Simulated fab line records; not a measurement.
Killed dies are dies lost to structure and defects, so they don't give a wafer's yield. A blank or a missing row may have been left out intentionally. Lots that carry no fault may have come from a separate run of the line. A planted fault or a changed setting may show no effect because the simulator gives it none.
Split-lot trial + flow n5-finfet + route with 1938 steps; 7 lots, 39 wafers read

== SPLIT DETAILS ==
At N5_DUMMY_GATE_ETCH_37 (etches SOC in N2/H2, target depth 60 nm, overetch 30 nm), the setting source-w was moved away from the recipe's 840 W on 15 of the 39 wafers read, by -14.0% to +9.0%. The other wafers ran this setting at the recipe's value.

The reading is taken at the split's own step.

== THE READING ==
rf-vpp-V, in V, at N5_DUMMY_GATE_ETCH_37 (etches SOC in N2/H2, target depth 60 nm, overetch 30 nm). A value of 524.4 V with a standard deviation of 1.5 V is what fault-free wafers of this fab line usually give.

| wafer  | tool, chamber at the split | source-w as run, W | against the recipe | rf-vpp-V, V | against lot-mates on the recipe |
|--------|----------------------------|--------------------|--------------------|-------------|---------------------------------|
| L076.1 | rie-diel-05, 2             | 840                | recipe             | 525.3       | -                               |
| L076.2 | rie-diel-05, 0             | 840                | recipe             | 523.8       | -                               |
| L076.3 | rie-diel-05, 1             | 840                | recipe             | 525.2       | -                               |
| L076.4 | rie-diel-05, 3             | 840                | recipe             | 523.5       | -                               |
| L076.5 | rie-diel-05, 3             | 840                | recipe             | 522.5       | -                               |
| L076.6 | rie-diel-05, 2             | 840                | recipe             | 526.2       | -                               |
| L077.1 | rie-diel-05, 0             | 915.7              | +9.0%              | 508.2       | -16.3                           |
| L077.2 | rie-diel-05, 1             | 840                | recipe             | 525.0       | -                               |
| L077.3 | rie-diel-05, 3             | 915.7              | +9.0%              | 509.0       | -15.5                           |
| L077.4 | rie-diel-05, 2             | 915.7              | +9.0%              | 509.8       | -14.7                           |
| L077.5 | rie-diel-05, 3             | 840                | recipe             | 525.1       | -                               |
| L077.6 | rie-diel-05, 0             | 840                | recipe             | 523.3       | -                               |
| L079.1 | rie-diel-03, 2             | 840                | recipe             | 525.7       | -                               |
| L079.2 | rie-diel-03, 1             | 743.4              | -11.5%             | 548.2       | +23.5                           |
| L079.3 | rie-diel-03, 3             | 743.4              | -11.5%             | 547.8       | +23.1                           |
| L079.4 | rie-diel-03, 0             | 840                | recipe             | 521.5       | -                               |
| L079.5 | rie-diel-03, 1             | 840                | recipe             | 526.8       | -                               |
| L079.6 | rie-diel-03, 2             | 743.4              | -11.5%             | 547.8       | +23.1                           |
| L087.2 | rie-diel-03, 2             | 840                | recipe             | 524.6       | -                               |
| L087.3 | rie-diel-03, 0             | 840                | recipe             | 520.9       | -                               |
| L087.6 | rie-diel-03, 0             | 840                | recipe             | 522.1       | -                               |
| L088.1 | rie-diel-05, 1             | 784.7              | -6.6%              | 536.6       | +12.1                           |
| L088.2 | rie-diel-05, 0             | 784.7              | -6.6%              | 535.1       | +10.6                           |
| L088.3 | rie-diel-05, 3             | 784.7              | -6.6%              | 536.4       | +11.9                           |
| L088.4 | rie-diel-05, 3             | 840                | recipe             | 524.3       | -                               |
| L088.5 | rie-diel-05, 0             | 840                | recipe             | 523.6       | -                               |
| L088.6 | rie-diel-05, 1             | 840                | recipe             | 525.5       | -                               |
| L092.1 | rie-diel-05, 2             | 722.6              | -14.0%             | 552.4       | +29.1                           |
| L092.2 | rie-diel-05, 0             | 840                | recipe             | 522.3       | -                               |
| L092.3 | rie-diel-05, 1             | 722.6              | -14.0%             | 551.7       | +28.4                           |
| L092.4 | rie-diel-05, 3             | 722.6              | -14.0%             | 552.1       | +28.8                           |
| L092.5 | rie-diel-05, 0             | 840                | recipe             | 524.0       | -                               |
| L092.6 | rie-diel-05, 1             | 840                | recipe             | 523.6       | -                               |
| L095.1 | rie-diel-05, 2             | 754.5              | -10.2%             | 546.0       | +21.8                           |
| L095.2 | rie-diel-05, 3             | 754.5              | -10.2%             | 542.5       | +18.3                           |
| L095.3 | rie-diel-05, 1             | 840                | recipe             | 526.5       | -                               |
| L095.4 | rie-diel-05, 0             | 840                | recipe             | 522.3       | -                               |
| L095.5 | rie-diel-05, 2             | 754.5              | -10.2%             | 543.6       | +19.4                           |
| L095.6 | rie-diel-05, 3             | 840                | recipe             | 523.8       | -                               |

FIT RESULTS
A straight line over all 39 wafers: rf-vpp-V changes by -1.93 V for each +1% of source-w; r = -0.99; the points scatter about the line by 1.6 V.
The same after taking each lot's own level away (the mean of its wafers on the recipe; 39 wafers): -1.94 V for each +1%; r = -0.99; scatter 1.5 V.
Per that fit: largest source-w move, reading shift of 27 V.
Across the lots, their own levels run from 522.53 to 524.67 V, a range of 1.4 times the standard deviation given above.
The two slopes agree, so the slope changes little with the lot-to-lot level.
Check: with one of the wafers moved furthest among these (-14.0%) left out of the fit, the line predicts +27.2 V for it against its lot-mates. Against them it came out at +29.1 V.
Tool readings at the split's step, against how far the setting was moved: rf-vpp-V r = -0.99.

== OTHER SPLITS APPLIED TO THESE WAFERS ==
These wafers also went through other splits before the reading. Each is held against what the fit with the lots' levels taken away leaves over:
| other split on the same wafers | wafers away from the commonest value | r with rf-vpp-V (lot level and that fit taken away) |
|--------------------------------|--------------------------------------|-----------------------------------------------------|
| N5_FIN_CUT_ETCH_21 time-s      | 9                                    | -0.14                                               |

== THE FILE'S OWN FIT ==
rf-vpp-V changes by -1.96 V for each +1% of source-w, r = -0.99.
